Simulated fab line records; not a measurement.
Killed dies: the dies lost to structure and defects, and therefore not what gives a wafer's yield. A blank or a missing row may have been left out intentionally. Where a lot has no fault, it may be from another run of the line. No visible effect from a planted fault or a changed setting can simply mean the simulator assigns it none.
What tool caused it? :: flow n5_finfet :: 24 lots with 72 wafers sampled at 4 steps, on a route of 1938 steps

## WHAT THE GAUGES READ, wafer by wafer
N5_FIN_SAQP_CD_MEAS_16: the cd target is 35.6 nm. Usual: cd_nm 35.60 nm, standard deviation 0.3.
lot: L074
measured: day 1 23:56
on: cd_sem-03
cd_nm (nm): 35.91 35.69 35.67
flag: 

lot: L075
measured: day 2 03:50
on: cd_sem-03
cd_nm (nm): 35.04 35.78 35.83
flag: 

lot: L076
measured: day 2 09:22
on: cd_sem-02
cd_nm (nm): 35.31 35.19 35.51
flag: 

lot: L077
measured: day 2 16:02
on: cd_sem-03
cd_nm (nm): 35.81 35.40 35.55
flag: 

lot: L078
measured: day 3 00:40
on: cd_sem-01
cd_nm (nm): 35.89 35.48 35.95
flag: 

lot: L079
measured: day 3 03:50
on: cd_sem-03
cd_nm (nm): 35.50 35.25 35.66
flag: 

lot: L080
measured: day 3 11:08
on: cd_sem-03
cd_nm (nm): 35.74 36.17 35.34
flag: 

lot: L081
measured: day 3 15:20
on: cd_sem-01
cd_nm (nm): 35.71 35.37 35.27
flag: 

lot: L082
measured: day 3 21:59
on: cd_sem-03
cd_nm (nm): 35.54 35.52 35.58
flag: 

lot: L083
measured: day 4 03:56
on: cd_sem-02
cd_nm (nm): 35.62 36.00 35.45
flag: 

lot: L084
measured: day 4 09:33
on: cd_sem-01
cd_nm (nm): 35.55 35.50 35.67
flag: 

lot: L085
measured: day 4 15:43
on: cd_sem-01
cd_nm (nm): 35.86 35.64 35.62
flag: 

lot: L086
measured: day 4 22:13
on: cd_sem-02
cd_nm (nm): 35.68 35.37 35.99
flag: 

lot: L087
measured: day 5 03:40
on: cd_sem-03
cd_nm (nm): 36.04 35.60 35.75
flag: 

lot: L088
measured: day 5 11:25
on: cd_sem-01
cd_nm (nm): 36.21 35.80 35.53
flag: 

lot: L089
measured: day 5 16:06
on: cd_sem-02
cd_nm (nm): 35.79 35.69 35.48
flag: 

lot: L090
measured: day 5 22:11
on: cd_sem-01
cd_nm (nm): 35.99 35.74 35.34
flag: 

lot: L091
measured: day 6 04:59
on: cd_sem-02
cd_nm (nm): 36.22 36.04 35.76
flag: 

lot: L092
measured: day 6 11:07
on: cd_sem-02
cd_nm (nm): 34.65 35.39 34.85
flag: 

lot: L093
measured: day 6 17:01
on: cd_sem-02
cd_nm (nm): 35.26 35.59 35.53
flag: 

lot: L094
measured: day 6 22:17
on: cd_sem-03
cd_nm (nm): 36.09 35.26 35.58
flag: 

lot: L095
measured: day 7 03:29
on: cd_sem-03
cd_nm (nm): 35.61 35.42 35.61
flag: 

lot: L096
measured: day 7 10:40
on: cd_sem-01
cd_nm (nm): 35.51 35.53 35.98
flag: 

lot: L097
measured: day 7 16:05
on: cd_sem-02
cd_nm (nm): 35.48 35.10 35.34
flag: 

N5_FIN_SAQP_CD_MEAS_27: the cd target is 20 nm. Usual: cd_nm 20.31 nm, standard deviation 0.23.
lot: L074
measured: day 2 02:02
on: cd_sem-01
cd_nm (nm): 20.66 20.46 20.68
flag: 

lot: L075
measured: day 2 05:56
on: cd_sem-02
cd_nm (nm): 20.37 20.18 20.22
flag: 

lot: L076
measured: day 2 11:54
on: cd_sem-01
cd_nm (nm): 20.29 20.24 19.92
flag: 

lot: L077
measured: day 2 19:00
on: cd_sem-03
cd_nm (nm): 19.78 20.37 20.09
flag: 

lot: L078
measured: day 3 02:46
on: cd_sem-01
cd_nm (nm): 19.97 20.64 20.21
flag: 

lot: L079
measured: day 3 06:10
on: cd_sem-02
cd_nm (nm): 19.96 20.39 20.28
flag: 

lot: L080
measured: day 3 13:17
on: cd_sem-01
cd_nm (nm): 20.32 20.15 20.47
flag: 

lot: L081
measured: day 3 17:30
on: cd_sem-02
cd_nm (nm): 20.26 20.55 20.22
flag: 

lot: L082
measured: day 4 00:53
on: cd_sem-01
cd_nm (nm): 20.53 20.32 20.17
flag: 

lot: L083
measured: day 4 06:17
on: cd_sem-01
cd_nm (nm): 20.19 20.03 20.25
flag: 

lot: L084
measured: day 4 12:35
on: cd_sem-02
cd_nm (nm): 20.70 20.52 20.61
flag: 

lot: L085
measured: day 4 20:36
on: cd_sem-03
cd_nm (nm): 20.41 20.49 20.66
flag: 

lot: L086
measured: day 5 00:47
on: cd_sem-02
cd_nm (nm): 20.05 20.44 20.58
flag: 

lot: L087
measured: day 5 06:02
on: cd_sem-03
cd_nm (nm): 19.97 20.20 20.43
flag: 

lot: L088
measured: day 5 15:11
on: cd_sem-02
cd_nm (nm): 20.30 20.11 20.10
flag: 

lot: L089
measured: day 5 18:25
on: cd_sem-02
cd_nm (nm): 20.15 19.99 20.28
flag: 

lot: L090
measured: day 6 00:30
on: cd_sem-01
cd_nm (nm): 20.56 20.33 20.59
flag: 

lot: L091
measured: day 6 07:41
on: cd_sem-01
cd_nm (nm): 20.52 20.21 20.59
flag: 

lot: L092
measured: day 6 13:16
on: cd_sem-02
cd_nm (nm): 19.96 20.47 20.36
flag: 

lot: L093
measured: day 6 19:08
on: cd_sem-02
cd_nm (nm): 20.43 20.37 20.25
flag: 

lot: L094
measured: day 7 00:26
on: cd_sem-01
cd_nm (nm): 20.51 20.54 20.37
flag: 

lot: L095
measured: day 7 05:55
on: cd_sem-02
cd_nm (nm): 20.38 20.64 20.27
flag: 

lot: L096
measured: day 7 13:34
on: cd_sem-03
cd_nm (nm): 20.48 20.68 19.79
flag: 

lot: L097
measured: day 7 18:28
on: cd_sem-01
cd_nm (nm): 20.34 19.79 19.98
flag: 

## EACH LOT AND THE TOOL THAT RAN IT (in order: tool; ch and the chambers of the sampled wafers; start)
lot: L074
N5_FIN_SAQP_STRIP_55: rie_diel-05 ch 0,1,2, day 2 00:25
N5_FIN_SAQP_RECESS_75: vapor_etch-02 ch 0,1, day 2 00:44

lot: L075
N5_FIN_SAQP_STRIP_55: rie_diel-05 ch 2,3, day 2 04:19
N5_FIN_SAQP_RECESS_75: vapor_etch-02 ch 0,1, day 2 04:38

lot: L076
N5_FIN_SAQP_STRIP_55: rie_diel-04 ch 0,3, day 2 10:08
N5_FIN_SAQP_RECESS_75: vapor_etch-01 ch 1, day 2 10:28

lot: L077
N5_FIN_SAQP_STRIP_55: rie_diel-04 ch 0,2, day 2 17:22
N5_FIN_SAQP_RECESS_75: vapor_etch-02 ch 0,1, day 2 17:48

lot: L078
N5_FIN_SAQP_STRIP_55: rie_diel-06 ch 0,1,3, day 3 01:09
N5_FIN_SAQP_RECESS_75: vapor_etch-02 ch 0,1, day 3 01:28

lot: L079
N5_FIN_SAQP_STRIP_55: rie_diel-05 ch 0,2,3, day 3 04:19
N5_FIN_SAQP_RECESS_75: vapor_etch-01 ch 0,1, day 3 04:52

lot: L080
N5_FIN_SAQP_STRIP_55: rie_diel-06 ch 0,1, day 3 11:37
N5_FIN_SAQP_RECESS_75: vapor_etch-02 ch 0,1, day 3 11:56

lot: L081
N5_FIN_SAQP_STRIP_55: rie_diel-05 ch 1,2,3, day 3 15:49
N5_FIN_SAQP_RECESS_75: vapor_etch-01 ch 0,1, day 3 16:08

lot: L082
N5_FIN_SAQP_STRIP_55: rie_diel-06 ch 1,2,3, day 3 22:35
N5_FIN_SAQP_RECESS_75: vapor_etch-02 ch 0,1, day 3 23:01

lot: L083
N5_FIN_SAQP_STRIP_55: rie_diel-04 ch 0,1,3, day 4 04:38
N5_FIN_SAQP_RECESS_75: vapor_etch-02 ch 0,1, day 4 04:57

lot: L084
N5_FIN_SAQP_STRIP_55: rie_diel-04 ch 0,1,2, day 4 10:39
N5_FIN_SAQP_RECESS_75: vapor_etch-01 ch 0, day 4 11:12

lot: L085
N5_FIN_SAQP_STRIP_55: rie_diel-04 ch 0,1, day 4 16:25
N5_FIN_SAQP_RECESS_75: vapor_etch-02 ch 0,1, day 4 16:51

lot: L086
N5_FIN_SAQP_STRIP_55: rie_diel-04 ch 1,2,3, day 4 23:09
N5_FIN_SAQP_RECESS_75: vapor_etch-02 ch 0,1, day 4 23:28

lot: L087
N5_FIN_SAQP_STRIP_55: rie_diel-06 ch 2,3, day 5 04:09
N5_FIN_SAQP_RECESS_75: vapor_etch-02 ch 0,1, day 5 04:29

lot: L088
N5_FIN_SAQP_STRIP_55: rie_diel-04 ch 0,1, day 5 12:56
N5_FIN_SAQP_RECESS_75: vapor_etch-01 ch 0,1, day 5 13:15

lot: L089
N5_FIN_SAQP_STRIP_55: rie_diel-06 ch 1,2,3, day 5 16:47
N5_FIN_SAQP_RECESS_75: vapor_etch-01 ch 0,1, day 5 17:07

lot: L090
N5_FIN_SAQP_STRIP_55: rie_diel-06 ch 0,2,3, day 5 22:52
N5_FIN_SAQP_RECESS_75: vapor_etch-01 ch 0,1, day 5 23:11

lot: L091
N5_FIN_SAQP_STRIP_55: rie_diel-05 ch 0,2,3, day 6 05:35
N5_FIN_SAQP_RECESS_75: vapor_etch-02 ch 0,1, day 6 06:03

lot: L092
N5_FIN_SAQP_STRIP_55: rie_diel-04 ch 0,1,3, day 6 11:38
N5_FIN_SAQP_RECESS_75: vapor_etch-01 ch 0,1, day 6 12:04

lot: L093
N5_FIN_SAQP_STRIP_55: rie_diel-05 ch 0,3, day 6 17:30
N5_FIN_SAQP_RECESS_75: vapor_etch-01 ch 0,1, day 6 17:50

lot: L094
N5_FIN_SAQP_STRIP_55: rie_diel-06 ch 0,1,2, day 6 22:47
N5_FIN_SAQP_RECESS_75: vapor_etch-01 ch 0,1, day 6 23:08

lot: L095
N5_FIN_SAQP_STRIP_55: rie_diel-04 ch 0,3, day 7 04:05
N5_FIN_SAQP_RECESS_75: vapor_etch-02 ch 0,1, day 7 04:25

lot: L096
N5_FIN_SAQP_STRIP_55: rie_diel-05 ch 1,2, day 7 11:11
N5_FIN_SAQP_RECESS_75: vapor_etch-01 ch 0,1, day 7 11:38

lot: L097
N5_FIN_SAQP_STRIP_55: rie_diel-04 ch 2,3, day 7 16:50
N5_FIN_SAQP_RECESS_75: vapor_etch-01 ch 0,1, day 7 17:10
- N5_FIN_SAQP_STRIP_55: strips in N2/H2.
- N5_FIN_SAQP_RECESS_75: chemistry HF/NH3, target SiO2, target depth 14.4 nm, afs cycles 3, sublimation time 60 s.

## WHAT THE TOOLS THEMSELVES READ (means of the sampled wafers that have a number; where no wafer has one, the mark that the record gives instead)
N5_FIN_SAQP_STRIP_55. Usual: drypump_motor_current_A 5.72 A, standard deviation 0.27; oes_product_au 0.79 a.u., standard deviation 0.11; rf_vpp_V 121.8 V, standard deviation 1.5; showerhead_plenum_p_Torr 3.40 Torr, standard deviation 0.12; throttle_valve_pct 19.0 %, standard deviation 0.37.
lot: L074
tool: rie_diel-05
drypump_motor_current_A (A): 5.86
oes_product_au (a.u.): 0.83
rf_vpp_V (V): 122.0
showerhead_plenum_p_Torr (Torr): 3.43
throttle_valve_pct (%): 18.7
flag: 

lot: L075
tool: rie_diel-05
drypump_motor_current_A (A): 6.00
oes_product_au (a.u.): 0.79
rf_vpp_V (V): 120.2
showerhead_plenum_p_Torr (Torr): 3.37
throttle_valve_pct (%): 19.4
flag: 

lot: L076
tool: rie_diel-04
drypump_motor_current_A (A): 5.85
oes_product_au (a.u.): 0.70
rf_vpp_V (V): 120.7
showerhead_plenum_p_Torr (Torr): 3.24
throttle_valve_pct (%): 19.1
flag: 

lot: L077
tool: rie_diel-04
drypump_motor_current_A (A): 5.49
oes_product_au (a.u.): 0.72
rf_vpp_V (V): 120.7
showerhead_plenum_p_Torr (Torr): 3.27
throttle_valve_pct (%): 19.3
flag: 

lot: L078
tool: rie_diel-06
drypump_motor_current_A (A): 5.49
oes_product_au (a.u.): 0.85
rf_vpp_V (V): 121.8
showerhead_plenum_p_Torr (Torr): 3.45
throttle_valve_pct (%): 19.0
flag: 

lot: L079
tool: rie_diel-05
drypump_motor_current_A (A): 5.87
oes_product_au (a.u.): 0.82
rf_vpp_V (V): 121.4
showerhead_plenum_p_Torr (Torr): 3.39
throttle_valve_pct (%): 19.0
flag: 

lot: L080
tool: rie_diel-06
drypump_motor_current_A (A): 5.59
oes_product_au (a.u.): 0.91
rf_vpp_V (V): 120.5
showerhead_plenum_p_Torr (Torr): 3.40
throttle_valve_pct (%): 19.1
flag: 

lot: L081
tool: rie_diel-05
drypump_motor_current_A (A): 5.95
oes_product_au (a.u.): 0.77
rf_vpp_V (V): 122.2
showerhead_plenum_p_Torr (Torr): 3.40
throttle_valve_pct (%): 19.0
flag: 

lot: L082
tool: rie_diel-06
drypump_motor_current_A (A): 5.56
oes_product_au (a.u.): 0.86
rf_vpp_V (V): 123.7
showerhead_plenum_p_Torr (Torr): 3.44
throttle_valve_pct (%): 18.8
flag: 

lot: L083
tool: rie_diel-04
drypump_motor_current_A (A): 5.84
oes_product_au (a.u.): 0.78
rf_vpp_V (V): 121.5
showerhead_plenum_p_Torr (Torr): 3.46
throttle_valve_pct (%): 18.9
flag: 

lot: L084
tool: rie_diel-04
drypump_motor_current_A (A): 5.66
oes_product_au (a.u.): 0.69
rf_vpp_V (V): 121.9
showerhead_plenum_p_Torr (Torr): 3.33
throttle_valve_pct (%): 19.2
flag: 

lot: L085
tool: rie_diel-04
drypump_motor_current_A (A): 5.86
oes_product_au (a.u.): 0.68
rf_vpp_V (V): 121.5
showerhead_plenum_p_Torr (Torr): 3.41
throttle_valve_pct (%): 19.1
flag: 

lot: L086
tool: rie_diel-04
drypump_motor_current_A (A): 5.85
oes_product_au (a.u.): 0.77
rf_vpp_V (V): 123.9
showerhead_plenum_p_Torr (Torr): 3.42
throttle_valve_pct (%): 19.1
flag: 

lot: L087
tool: rie_diel-06
drypump_motor_current_A (A): 5.61
oes_product_au (a.u.): 0.86
rf_vpp_V (V): 121.6
showerhead_plenum_p_Torr (Torr): 3.52
throttle_valve_pct (%): 18.5
flag: 

lot: L088
tool: rie_diel-04
drypump_motor_current_A (A): 5.85
oes_product_au (a.u.): 0.67
rf_vpp_V (V): 123.6
showerhead_plenum_p_Torr (Torr): 3.40
throttle_valve_pct (%): 19.1
flag: 

lot: L089
tool: rie_diel-06
drypump_motor_current_A (A): 5.55
oes_product_au (a.u.): 0.83
rf_vpp_V (V): 122.2
showerhead_plenum_p_Torr (Torr): 3.43
throttle_valve_pct (%): 18.9
flag: 

lot: L090
tool: rie_diel-06
drypump_motor_current_A (A): 5.55
oes_product_au (a.u.): 0.83
rf_vpp_V (V): 123.1
showerhead_plenum_p_Torr (Torr): 3.53
throttle_valve_pct (%): 18.7
flag: 

lot: L091
tool: rie_diel-05
drypump_motor_current_A (A): 5.90
oes_product_au (a.u.): 0.78
rf_vpp_V (V): 122.1
showerhead_plenum_p_Torr (Torr): 3.37
throttle_valve_pct (%): 19.1
flag: 

lot: L092
tool: rie_diel-04
drypump_motor_current_A (A): 5.85
oes_product_au (a.u.): 0.76
rf_vpp_V (V): 122.0
showerhead_plenum_p_Torr (Torr): 3.45
throttle_valve_pct (%): 19.0
flag: 

lot: L093
tool: rie_diel-05
drypump_motor_current_A (A): 5.80
oes_product_au (a.u.): 0.73
rf_vpp_V (V): 120.9
showerhead_plenum_p_Torr (Torr): 3.34
throttle_valve_pct (%): 19.3
flag: 

lot: L094
tool: rie_diel-06
drypump_motor_current_A (A): 5.65
oes_product_au (a.u.): 0.88
rf_vpp_V (V): 121.3
showerhead_plenum_p_Torr (Torr): 3.47
throttle_valve_pct (%): 18.8
flag: 

lot: L095
tool: rie_diel-04
drypump_motor_current_A (A): 5.65
oes_product_au (a.u.): 0.76
rf_vpp_V (V): 121.4
showerhead_plenum_p_Torr (Torr): 3.41
throttle_valve_pct (%): 19.0
flag: 

lot: L096
tool: rie_diel-05
drypump_motor_current_A (A): 5.94
oes_product_au (a.u.): 0.92
rf_vpp_V (V): 121.7
showerhead_plenum_p_Torr (Torr): 3.42
throttle_valve_pct (%): 18.5
flag: 

lot: L097
tool: rie_diel-04
drypump_motor_current_A (A): 5.86
oes_product_au (a.u.): 0.83
rf_vpp_V (V): 121.5
showerhead_plenum_p_Torr (Torr): 3.45
throttle_valve_pct (%): 19.0
flag: 

N5_FIN_SAQP_RECESS_75. Usual: drypump_motor_current_A 5.4 A, standard deviation 0.32.
lot: L074
tool: vapor_etch-02
drypump_motor_current_A (A): 5.5
flag: 

lot: L075
tool: vapor_etch-02
drypump_motor_current_A (A): 5.5
flag: 

lot: L076
tool: vapor_etch-01
drypump_motor_current_A (A): 5.1
flag: 

lot: L077
tool: vapor_etch-02
drypump_motor_current_A (A): 5.5
flag: 

lot: L078
tool: vapor_etch-02
drypump_motor_current_A (A): 5.2
flag: 

lot: L079
tool: vapor_etch-01
drypump_motor_current_A (A): 5.3
flag: 

lot: L080
tool: vapor_etch-02
drypump_motor_current_A (A): 5.2
flag: 

lot: L081
tool: vapor_etch-01
drypump_motor_current_A (A): 5.3
flag: 

lot: L082
tool: vapor_etch-02
drypump_motor_current_A (A): 5.2
flag: 

lot: L083
tool: vapor_etch-02
drypump_motor_current_A (A): 5.2
flag: 

lot: L084
tool: vapor_etch-01
drypump_motor_current_A (A): 5.7
flag: 

lot: L085
tool: vapor_etch-02
drypump_motor_current_A (A): 5.2
flag: 

lot: L086
tool: vapor_etch-02
drypump_motor_current_A (A): 5.3
flag: 

lot: L087
tool: vapor_etch-02
drypump_motor_current_A (A): 5.2
flag: 

lot: L088
tool: vapor_etch-01
drypump_motor_current_A (A): 5.3
flag: 

lot: L089
tool: vapor_etch-01
drypump_motor_current_A (A): 5.5
flag: 

lot: L090
tool: vapor_etch-01
drypump_motor_current_A (A): 5.5
flag: 

lot: L091
tool: vapor_etch-02
drypump_motor_current_A (A): 5.2
flag: 

lot: L092
tool: vapor_etch-01
drypump_motor_current_A (A): 5.3
flag: 

lot: L093
tool: vapor_etch-01
drypump_motor_current_A (A): 5.3
flag: 

lot: L094
tool: vapor_etch-01
drypump_motor_current_A (A): 5.3
flag: 

lot: L095
tool: vapor_etch-02
drypump_motor_current_A (A): 5.5
flag: 

lot: L096
tool: vapor_etch-01
drypump_motor_current_A (A): 5.3
flag: 

lot: L097
tool: vapor_etch-01
drypump_motor_current_A (A): 5.5
flag: 

## THE ANSWER, worked out from the rows above alone
Rule: a lot counts as off when the mean over its wafers that have a number is more than 3 standard deviations away from the usual mean. Also off: a lot with no number at a reading for which 4 or more lots have one. All remaining lots with rows at the step are treated as sound. The gauges are gone through in route order, then the tools' own readings, and for those a lot's mean is taken as printed above. The first step at which some lot is off is used, and at that step the reading that is off furthest; a lot without a number counts as furthest.
None of the lots is off at any reading shown; this tells nothing.

## WHAT THE SIMULATOR HAD INSERTED
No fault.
